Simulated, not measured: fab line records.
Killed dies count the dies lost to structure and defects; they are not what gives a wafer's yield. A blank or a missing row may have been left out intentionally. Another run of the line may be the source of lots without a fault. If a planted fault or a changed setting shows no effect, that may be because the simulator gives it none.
fab line records ; flow n5Finfet
record lots=9; wafers=25; lastDay=17
route steps=1938 shown BEOL_M4@1106 BEOL_M5@1113 PASSIVATION@1936
lots that met no fault: taken from a fault-free run of the same line
startH: hours from the record's opening day to when the first of the lot's shown wafers began ; waitH: hours from the lot's prior step to this one ; " unchanged from the row above ; L1.1+2: a single row standing in for several wafers ; - no value, or no start was given ; * or withheld: withheld ; < > ~ a bound
route shown NAME@n: names a module that has steps shown in the file, with the first one's number in the route ; usual: mean/standard deviation taken from wafers without a fault ; same: alike in all rows ; chamber/n: place in a boat ; sites: per-site readings ; _std_site: the values' standard deviation ; _edge_site: outer sites' mean less inner sites' ; radiusMm: how far each site lies from the wafer's centre ; mask NAME#n: copy n ; behind: tool/chamber where the wafer was last shaped ; hold: reason for holding the lot/hours on hold/outcome of the hold ; device: names the non-switching transistor (n, p or np) ; end of line: the route-end tests of the same wafers ; where a step has no rows: the recipe by itself ; killed: at the first sort, the dies lost to defects and structure; wafer yield is something else ; map: dies across one wafer; x = killed, . = not, _ = none there
set.NAME: setting as actually run; set.NAME@STEP: the setting as run at that earlier step ; model.NAME: the simulator's own value behind a step, which no gauge read
a sample of lots followed through the steps of the route, with each step as a table and each wafer as a row
services: when a tool's chamber went out of use (startH, in hours from the record's first day, below 0 if earlier), for how many hours, and the reason
## steps
# step N5_BEOL_M4_CO_CAP_55
# recipe material=Co; targetThkA=20; tempC=200; precursor=CCTBA/H2; pressureTorr=30; timeS=102.1
# usual heaterPowerW=239/25
lot.wafer;tool;chamber;startH;waitH;heaterPowerW
L546.2;cvdCo-02;1;191.63;0.0;202
L546.3;cvdCo-02;0;191.63;0.0;258
L546.4;cvdCo-02;0;191.63;0.0;253
L551.2;cvdCo-01;0;214.11;0.0;270
L551.3;cvdCo-01;1;214.11;0.0;268
L552.2;cvdCo-02;0;221.54;0.0;248
L552.5;cvdCo-02;0;221.54;0.0;252
L552.6;cvdCo-02;1;221.54;0.0;198
L557.2;cvdCo-02;0;252.04;0.0;252
L557.5;cvdCo-02;0;252.04;0.0;243
L557.6;cvdCo-02;2;252.04;0.0;236
L559.1;cvdCo-02;1;275.75;0.0;200
L559.3;cvdCo-02;2;275.75;0.0;231
L559.5;cvdCo-02;2;275.75;0.0;236
L560.2;cvdCo-02;2;278.95;0.0;233
L560.4;cvdCo-02;2;278.95;0.0;235
L560.6;cvdCo-02;1;278.95;0.0;205
L561.2;cvdCo-02;0;284.16;0.0;247
L561.4;cvdCo-02;0;284.16;0.0;252
L561.6;cvdCo-02;1;284.16;0.0;199
L562.2;cvdCo-01;0;284.29;0.0;261
L562.3;cvdCo-01;0;284.29;0.0;259
L564.1;cvdCo-01;1;306.49;0.0;267
L564.2;cvdCo-01;0;306.49;0.0;269
L564.5;cvdCo-01;0;306.49;0.0;257
# step N5_BEOL_M4_PRE_CLEAN_56
# recipe gas=NH3; timeS=15; tempC=withheld; rfPowerW=300
lot.wafer;tool;chamber;startH;waitH
L546.2+3+4;pecvd-01;1,2,2;191.72;0.1
L551.2+3;pecvd-04;2,1;214.24;0.1
L552.2+5+6;pecvd-04;2,0,1;221.66;0.1
L557.2+5+6;pecvd-04;1,1,2;252.13;0.1
L559.1+3+5;pecvd-02;0,1,0;275.86;0.1
L560.2+4+6;pecvd-04;0,2,1;279.04;0.1
L561.2+4+6;pecvd-04;0,2,1;284.25;0.1
L562.2+3;pecvd-01;1;284.42;0.1
L564.1+2+5;pecvd-01;2,0,1;306.63;0.1
# step N5_BEOL_M4_INSPECT_59
# recipe inspectInstrument=darkfield; mode=postDep
# usual rawDefectCount=76/23
lot.wafer;tool;chamber;startH;waitH;rawDefectCount
L546.2;defectInspect-01;-;191.84;0.0;146
L546.3;defectInspect-01;-;191.84;0.0;68
L546.4;defectInspect-01;-;191.84;0.0;89
L551.2;defectInspect-01;-;214.35;0.0;47
L551.3;defectInspect-01;-;214.35;0.0;68
L552.2;defectInspect-02;-;221.78;0.0;57
L552.5;defectInspect-02;-;221.78;0.0;82
L552.6;defectInspect-02;-;221.78;0.0;85
L557.2;defectInspect-02;-;252.25;0.0;58
L557.5;defectInspect-02;-;252.25;0.0;60
L557.6;defectInspect-02;-;252.25;0.0;79
L559.1;defectInspect-02;-;275.97;0.0;55
L559.3;defectInspect-02;-;275.97;0.0;97
L559.5;defectInspect-02;-;275.97;0.0;62
L560.2;defectInspect-02;-;279.16;0.0;437
L560.4;defectInspect-02;-;279.16;0.0;375
L560.6;defectInspect-02;-;279.16;0.0;390
L561.2;defectInspect-01;-;284.37;0.0;398
L561.4;defectInspect-01;-;284.37;0.0;381
L561.6;defectInspect-01;-;284.37;0.0;384
L562.2;defectInspect-01;-;284.57;0.0;50
L562.3;defectInspect-01;-;284.57;0.0;67
L564.1;defectInspect-02;-;306.75;0.0;42
L564.2;defectInspect-02;-;306.75;0.0;54
L564.5;defectInspect-02;-;306.75;0.0;60
# step N5_BEOL_M4_RC_MEAS_101
# usual DIBL_N=36.1/2; DIBL_P=36.3/2.4; IOFF_N=0.15/0.035; IOFF_P=0.21/0.039; ION_N=672/15; ION_P=463/9.7; SS_N=71.5/0.7; SS_P=73.2/0.75; VT_N=251/3.6; VT_P=-250/3.8
lot.wafer;tool;chamber;startH;waitH;DIBL_N[mV/V];DIBL_P[mV/V];IOFF_N[nA/um];IOFF_P[nA/um];ION_N[uA/um];ION_P[uA/um];SS_N[mV/dec];SS_P[mV/dec];VT_N[mV];VT_P[mV]
L546.2;prober-02;0;192.02;0.2;35.3;37.2;0.12;0.16;675;453;71.4;73.3;253;-258
L546.3;prober-02;0;192.02;0.2;31.4;32.2;0.08;0.11;637;439;69.7;71.6;260;-262
L546.4;prober-02;0;192.02;0.2;32.5;32.9;0.08;0.11;631;434;70.5;72.3;261;-262
L551.2;prober-02;0;214.70;0.3;35.3;35.3;0.12;0.18;657;461;71.7;73.2;255;-255
L551.3;prober-02;0;214.70;0.3;35.2;34.5;0.12;0.16;653;458;71.4;73.0;254;-257
L552.2;prober-02;0;221.96;0.2;37.6;37.2;0.17;0.27;667;466;71.8;73.5;250;-244
L552.5;prober-02;0;221.96;0.2;37.2;36.4;0.16;0.26;665;467;72.3;73.6;250;-245
L552.6;prober-02;0;221.96;0.2;32.9;31.1;0.10;0.18;644;460;70.6;71.3;257;-247
L557.2;prober-02;0;252.43;0.2;37.0;37.2;0.17;0.24;696;474;71.3;72.7;247;-248
L557.5;prober-02;0;252.43;0.2;34.1;33.6;0.12;0.17;655;457;70.9;72.2;253;-253
L557.6;prober-02;0;252.43;0.2;35.9;35.8;0.15;0.21;687;474;70.9;73.0;252;-252
L559.1;prober-02;0;276.00;0.0;33.3;33.1;0.13;0.18;667;452;70.4;72.3;250;-254
L559.3;prober-02;0;276.00;0.0;38.0;38.7;0.20;0.27;680;462;72.8;73.7;247;-248
L559.5;prober-02;0;276.00;0.0;34.9;33.5;0.13;0.17;664;451;72.6;73.3;253;-250
L560.2;prober-02;0;279.34;0.2;37.7;37.9;0.17;0.25;685;477;72.1;73.7;249;-248
L560.4;prober-02;0;279.34;0.2;36.5;36.8;0.17;0.25;682;478;71.6;73.6;249;-247
L560.6;prober-02;0;279.34;0.2;33.0;32.1;0.10;0.16;655;458;70.3;71.6;259;-254
L561.2;prober-02;0;284.55;0.2;40.0;41.2;0.21;0.27;683;461;72.2;74.7;249;-249
L561.4;prober-02;0;284.55;0.2;36.1;36.9;0.13;0.21;654;453;70.9;73.5;253;-251
L561.6;prober-02;0;284.55;0.2;42.3;42.9;0.26;0.31;692;468;73.1;75.0;243;-245
L562.2;prober-01;0;284.75;0.2;36.2;37.2;0.15;0.19;660;455;71.9;73.4;251;-253
L562.3;prober-01;0;284.75;0.2;37.4;38.7;0.18;0.21;691;469;71.7;73.3;248;-250
L564.1;prober-01;0;306.77;0.0;37.0;37.2;0.18;0.24;672;458;72.1;73.5;248;-250
L564.2;prober-01;0;306.77;0.0;32.3;31.4;0.10;0.15;652;457;70.9;71.8;258;-254
L564.5;prober-01;0;306.77;0.0;34.5;34.8;0.14;0.21;665;458;71.1;72.5;252;-249
# step N5_BEOL_M5_CURE_79
# recipe tempC=385; timeS=240; ambient=He/Ar; material=SiCOH_lowk
# usual lampPowerPct=52.31/0.054; wafer_temp_C_max=386.8/0.67
lot.wafer;tool;chamber;startH;waitH;lampPowerPct;wafer_temp_C_max
L546.2;uvCure-02;1;192.97;0.1;52.28;386.7
L546.3;uvCure-02;1;192.97;0.1;52.36;386.4
L546.4;uvCure-02;1;192.97;0.1;52.28;386.6
L551.2;uvCure-02;1;215.66;0.1;52.31;386.2
L551.3;uvCure-02;1;215.66;0.1;52.24;387.1
L552.2;uvCure-01;0;222.92;0.1;52.32;387.1
L552.5;uvCure-01;0;222.92;0.1;52.41;388.2
L552.6;uvCure-01;0;222.92;0.1;52.27;387.4
L557.2;uvCure-02;2;253.37;0.1;52.32;386.1
L557.5;uvCure-02;2;253.37;0.1;52.40;386.2
L557.6;uvCure-02;2;253.37;0.1;52.28;385.9
L559.1;uvCure-03;2;277.03;0.0;52.37;386.5
L559.3;uvCure-03;2;277.03;0.0;52.41;387.2
L559.5;uvCure-03;2;277.03;0.0;52.30;387.8
L560.2;uvCure-03;2;280.29;0.1;52.33;387.2
L560.4;uvCure-03;2;280.29;0.1;52.39;386.8
L560.6;uvCure-03;2;280.29;0.1;52.36;387.4
L561.2;uvCure-02;1;285.51;0.1;52.32;386.8
L561.4;uvCure-02;1;285.51;0.1;52.31;387.3
L561.6;uvCure-02;1;285.51;0.1;52.31;387.1
L562.2;uvCure-01;1;285.80;0.2;52.34;386.7
L562.3;uvCure-01;1;285.80;0.2;52.32;386.6
L564.1;uvCure-03;2;307.79;0.0;52.35;386.9
L564.2;uvCure-03;2;307.79;0.0;52.24;387.8
L564.5;uvCure-03;2;307.79;0.0;52.29;387.9
# step N5_BEOL_M5_THK_MEAS_01
# recipe reads=SiCOH_lowk_of_BEOL_M5_ILD_DEP_00
# usual M5_ILD_THK=121.1/1.8
lot.wafer;tool;chamber;startH;waitH;M5_ILD_THK[nm]
L546.2;filmMetro-01;-;193.40;0.4;118.6
L546.3;filmMetro-01;-;193.40;0.4;122.3
L546.4;filmMetro-01;-;193.40;0.4;122.6
L551.2;filmMetro-02;-;216.09;0.4;120.6
L551.3;filmMetro-02;-;216.09;0.4;121.9
L552.2;filmMetro-02;-;223.36;0.4;121.7
L552.5;filmMetro-02;-;223.36;0.4;122.3
L552.6;filmMetro-02;-;223.36;0.4;123.7
L557.2;filmMetro-01;-;253.81;0.4;122.3
L557.5;filmMetro-01;-;253.81;0.4;121.8
L557.6;filmMetro-01;-;253.81;0.4;121.2
L559.1;filmMetro-02;-;277.54;0.4;122.4
L559.3;filmMetro-02;-;277.54;0.4;121.0
L559.5;filmMetro-02;-;277.54;0.4;122.1
L560.2;filmMetro-01;-;280.73;0.4;117.0
L560.4;filmMetro-01;-;280.73;0.4;121.5
L560.6;filmMetro-01;-;280.73;0.4;123.4
L561.2;filmMetro-02;-;285.95;0.4;120.6
L561.4;filmMetro-02;-;285.95;0.4;122.8
L561.6;filmMetro-02;-;285.95;0.4;122.5
L562.2;filmMetro-01;-;286.23;0.4;119.9
L562.3;filmMetro-01;-;286.23;0.4;118.2
L564.1;filmMetro-01;-;308.31;0.4;119.8
L564.2;filmMetro-01;-;308.31;0.4;119.4
L564.5;filmMetro-01;-;308.31;0.4;124.4
# step N5_BEOL_M5_INSPECT_13
# recipe mode=adi; inspectInstrument=brightfield
# usual rawDefectCount=439/100
lot.wafer;tool;chamber;startH;waitH;rawDefectCount
L546.2;defectInspect-01;-;194.44;0.0;618
L546.3;defectInspect-01;-;194.44;0.0;557
L546.4;defectInspect-01;-;194.44;0.0;391
L551.2;defectInspect-02;-;217.73;0.0;265
L551.3;defectInspect-02;-;217.73;0.0;326
L552.2;defectInspect-01;-;225.64;0.0;321
L552.5;defectInspect-01;-;225.64;0.0;433
L552.6;defectInspect-01;-;225.64;0.0;302
L557.2;defectInspect-02;-;255.21;0.0;687
L557.5;defectInspect-02;-;255.21;0.0;673
L557.6;defectInspect-02;-;255.21;0.0;487
L559.1;defectInspect-02;-;279.23;0.1;334
L559.3;defectInspect-02;-;279.23;0.1;377
L559.5;defectInspect-02;-;279.23;0.1;373
L560.2;defectInspect-02;-;281.84;0.1;741
L560.4;defectInspect-02;-;281.84;0.1;660
L560.6;defectInspect-02;-;281.84;0.1;702
L561.2;defectInspect-01;-;287.78;0.0;908
L561.4;defectInspect-01;-;287.78;0.0;879
L561.6;defectInspect-01;-;287.78;0.0;844
L562.2;defectInspect-01;-;288.48;0.0;361
L562.3;defectInspect-01;-;288.48;0.0;511
L564.1;defectInspect-02;-;310.91;0.1;421
L564.2;defectInspect-02;-;310.91;0.1;423
L564.5;defectInspect-02;-;310.91;0.1;507
# step N5_BEOL_M5_INSPECT_30
# recipe mode=adi; inspectInstrument=brightfield
# usual rawDefectCount=436/98
lot.wafer;tool;chamber;startH;waitH;rawDefectCount
L546.2;defectInspect-02;-;195.70;0.0;585
L546.3;defectInspect-02;-;195.70;0.0;558
L546.4;defectInspect-02;-;195.70;0.0;377
L551.2;defectInspect-02;-;220.25;0.0;251
L551.3;defectInspect-02;-;220.25;0.0;345
L552.2;defectInspect-01;-;226.63;0.0;310
L552.5;defectInspect-01;-;226.63;0.0;426
L552.6;defectInspect-01;-;226.63;0.0;319
L557.2;defectInspect-02;-;258.57;0.0;688
L557.5;defectInspect-02;-;258.57;0.0;690
L557.6;defectInspect-02;-;258.57;0.0;484
L559.1;defectInspect-01;-;280.97;0.1;356
L559.3;defectInspect-01;-;280.97;0.1;403
L559.5;defectInspect-01;-;280.97;0.1;399
L560.2;defectInspect-02;-;283.28;0.0;731
L560.4;defectInspect-02;-;283.28;0.0;668
L560.6;defectInspect-02;-;283.28;0.0;720
L562.2;defectInspect-02;-;290.81;0.0;356
L562.3;defectInspect-02;-;290.81;0.0;469
L561.2;defectInspect-01;-;290.89;0.0;931
L561.4;defectInspect-01;-;290.89;0.0;900
L561.6;defectInspect-01;-;290.89;0.0;853
L564.1;defectInspect-02;-;311.86;0.1;427
L564.2;defectInspect-02;-;311.86;0.1;445
L564.5;defectInspect-02;-;311.86;0.1;509
# step N5_PASSIVATION_PROBE_49
# usual defectLimitedYield=91.1/1.6; killed_at_M0_to_M3=35/11; killed_at_M4_up=13/5.4; killedAtContacts=13/6.5; killedAtFrontEnd=40/14; killedAtOther=4/3.1; killedDies=105/18; killedOnRim=14/4.1; killedOpen=69/14; killedShort=34/7.3; sort_bin_5_function=5.2/0.96; sort_bin_6_memory=3.4/0.77; sort_bin_8_speed=0.02/0.13; sortNPass=1075/19; sortYieldPct=91.1/1.6
# same grossDies=1180; killedAtBackSide=0; sort_bin_4_leakage[%]=0
lot.wafer;tool;chamber;startH;waitH;defectLimitedYield[%];killed_at_M0_to_M3;killed_at_M4_up;killedAtContacts;killedAtFrontEnd;killedAtOther;killedDies;killedOnRim;killedOpen;killedShort;sort_bin_5_function[%];sort_bin_6_memory[%];sort_bin_8_speed[%];sortNPass;sortYieldPct[%]
L551.2;prober-02;-;313.56;0.1;91.1;39;4;6;51;5;105;10;67;35;4.9;3.6;0;1075;91.1
L551.3;prober-02;-;313.61;0.1;90.0;40;3;17;46;12;118;12;73;45;6.0;3.6;0;1062;90.0
L560.2;prober-02;-;381.19;0.1;85.3;55;66;10;41;2;174;31;73;40;10.0;3.7;0;1006;85.3
L560.4;prober-02;-;381.29;0.2;83.5;52;77;14;49;3;195;35;87;38;10.7;4.5;0;985;83.5
L560.6;prober-02;-;381.39;0.3;84.2;54;61;17;54;0;186;25;91;40;10.1;4.0;0;994;84.2
L561.2;prober-02;-;387.46;0.1;81.5;45;67;14;86;6;218;38;111;47;11.8;5.4;0;962;81.5
L561.4;prober-02;-;387.56;0.2;83.5;41;81;8;56;9;195;31;71;33;10.1;3.8;0;985;83.5
L561.6;prober-02;-;387.66;0.3;83.5;40;66;11;73;5;195;36;103;30;10.2;4.8;0;985;83.5
L562.2;prober-02;-;398.51;0.1;91.1;45;13;13;32;2;105;11;75;30;5.3;3.1;0;1075;91.1
L562.3;prober-02;-;398.56;0.1;90.8;52;16;11;28;1;108;15;76;30;4.7;3.9;0;1072;90.8
# killed by level:class
L551.2 BEOL_M0_SAQP:geometricParticle:open=14 STI_FIN_REVEAL:geometricParticle:open=12 FIN_SAQP:geometricParticle:open=10 BEOL_M0_SAQP:geometricParticle:short=10 FIN_SAQP:geometricParticle:short=8 GATE_CUT:geometricParticle:short=8 BEOL_M3:geometricParticle:open=7 MOL_CONTACT_COAG:geometricParticle:open=5
L551.3 MOL_CONTACT_COAG:geometricParticle:open=11 BEOL_M1:geometricParticle:open=10 GATE_CUT:geometricParticle:short=9 BEOL_M2:geometricParticle:open=8 FIN_SAQP:geometricParticle:open=6 STI_FIN_REVEAL:geometricParticle:open=6 GATE_CUT:geometricParticle:open=6 MOL_CONTACT_COAG:geometricParticle:short=6
L560.2 BEOL_M4:unspecified=56 BEOL_M0_SAQP:geometricParticle:open=14 FIN_SAQP:geometricParticle:open=13 BEOL_M1:geometricParticle:open=11 BEOL_M0_SAQP:geometricParticle:short=8 BEOL_M3:geometricParticle:open=8 MOL_CONTACT_COAG:geometricParticle:open=7 FIN_SAQP:geometricParticle:short=6
L560.4 BEOL_M4:unspecified=70 STI_FIN_REVEAL:geometricParticle:open=20 BEOL_M3:geometricParticle:open=15 MOL_CONTACT_COAG:geometricParticle:open=13 BEOL_M1:geometricParticle:open=10 BEOL_M0_SAQP:geometricParticle:open=9 BEOL_M0_SAQP:geometricParticle:short=9 FIN_SAQP:geometricParticle:short=6
L560.6 BEOL_M4:unspecified=51 STI_FIN_REVEAL:geometricParticle:open=24 MOL_CONTACT_COAG:geometricParticle:open=15 BEOL_M0_SAQP:geometricParticle:open=10 BEOL_M1:geometricParticle:short=10 BEOL_M1:geometricParticle:open=10 BEOL_M0_SAQP:geometricParticle:short=8 FIN_SAQP:geometricParticle:open=7
L561.2 BEOL_M4:unspecified=59 FIN_SAQP:geometricParticle:open=22 STI_FIN_REVEAL:geometricParticle:open=22 BEOL_M3:geometricParticle:open=18 FIN_SAQP:geometricParticle:short=15 MOL_CONTACT_COAG:geometricParticle:open=11 BEOL_M2:geometricParticle:open=11 STI_FIN_REVEAL:geometricParticle:short=6
L561.4 BEOL_M4:unspecified=74 STI_FIN_REVEAL:geometricParticle:open=16 HKMG_FIN:areaEtch=12 BEOL_M0_SAQP:geometricParticle:open=11 FIN_SAQP:geometricParticle:open=7 BEOL_M1:geometricParticle:open=7 MOL_CONTACT_COAG:geometricParticle:open=5 BEOL_M0_SAQP:geometricParticle:short=5
L561.6 BEOL_M4:unspecified=53 FIN_SAQP:geometricParticle:open=24 STI_FIN_REVEAL:geometricParticle:open=15 BEOL_M2:geometricParticle:open=14 MOL_CONTACT_COAG:geometricParticle:open=9 BEOL_M4:geometricParticle:open=9 BEOL_M1:geometricParticle:open=8 BEOL_M3:geometricParticle:open=8
L562.2 MOL_CONTACT_COAG:geometricParticle:open=10 BEOL_M0_SAQP:geometricParticle:short=10 BEOL_M3:geometricParticle:open=9 BEOL_M0_SAQP:geometricParticle:open=8 BEOL_M2:geometricParticle:open=8 STI_FIN_REVEAL:geometricParticle:open=7 FIN_SAQP:geometricParticle:open=6 BEOL_M1:geometricParticle:open=6
L562.3 BEOL_M0_SAQP:geometricParticle:open=16 BEOL_M0_SAQP:geometricParticle:short=13 MOL_CONTACT_COAG:geometricParticle:open=11 BEOL_M3:geometricParticle:open=8 BEOL_M4:geometricParticle:open=8 FIN_SAQP:geometricParticle:open=7 BEOL_M1:geometricParticle:open=6 FIN_SAQP:geometricParticle:short=5
## services
tool;chamber;startH;hours;kind
uvCure-02;-;169.54;2.2;repair
cvdCo-02;0;170.03;4.6;repair
pecvd-02;0;174.57;9.4;repair
cvdCo-01;-;176.37;1.5;repair
pecvd-04;0;180.42;6.5;repair
cvdCo-01;-;187.30;0.4;repair
uvCure-03;-;193.66;4.5;pm
pecvd-02;-;195.94;0.3;repair
cvdCo-02;-;201.09;1.2;repair
pecvd-02;2;202.40;-;clean
pecvd-02;2;202.40;-;consumableReplace:showerhead
pecvd-02;2;202.40;29.0;scheduledDown
pecvd-02;2;202.40;29.0;ventCycle
pecvd-01;-;203.80;6.0;pm
pecvd-04;-;204.84;5.5;pm
pecvd-02;0;207.39;2.1;scheduledDown
cvdCo-02;2;210.82;15.3;repair
pecvd-02;2;276.84;2.1;scheduledDown
uvCure-02;-;277.50;7.5;pm
pecvd-02;2;283.41;20.6;repair
uvCure-02;-;288.45;18.8;repair
pecvd-01;0;292.02;5.5;scheduledDown
uvCure-03;-;302.46;0.9;repair
## key
firstSign step=N5_BEOL_M4_INSPECT_59; reading=rawDefectCount; direction=up; sigmas=14; usual=76; struck=394
effect step=N5_BEOL_M5_INSPECT_13; reading=rawDefectCount; direction=up; sigmas=3.4; usual=439; struck=789
effect step=N5_BEOL_M5_INSPECT_30; reading=rawDefectCount; direction=up; sigmas=3.7; usual=436; struck=800
effect step=N5_PASSIVATION_PROBE_49; reading=killed_at_M4_up; direction=up; sigmas=10; usual=13; struck=70
moreKillsBornAt N5_BEOL_M4_PRE_CLEAN_56@pecvd-04=363
metAt N5_BEOL_M4_PRE_CLEAN_56
struckLots L560,L561
baselineLoss step=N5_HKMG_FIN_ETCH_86; wafers=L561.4
notActingAt N5_BEOL_M4_CO_CAP_55,N5_BEOL_M5_CURE_79,N5_BEOL_M5_THK_MEAS_01
onsetBetween 252.13 279.04
fault kind=chamberParticleSource; tool=pecvd-04; chamber=-; onsetH=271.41; steps=N5_BEOL_M4_PRE_CLEAN_56; ratePerVisitCm2=0.45727; endH=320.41
# baselineLoss: these wafers lose ten dies or more at that step, a loss of the line's own and not of a fault; the sort's usual values leave them out
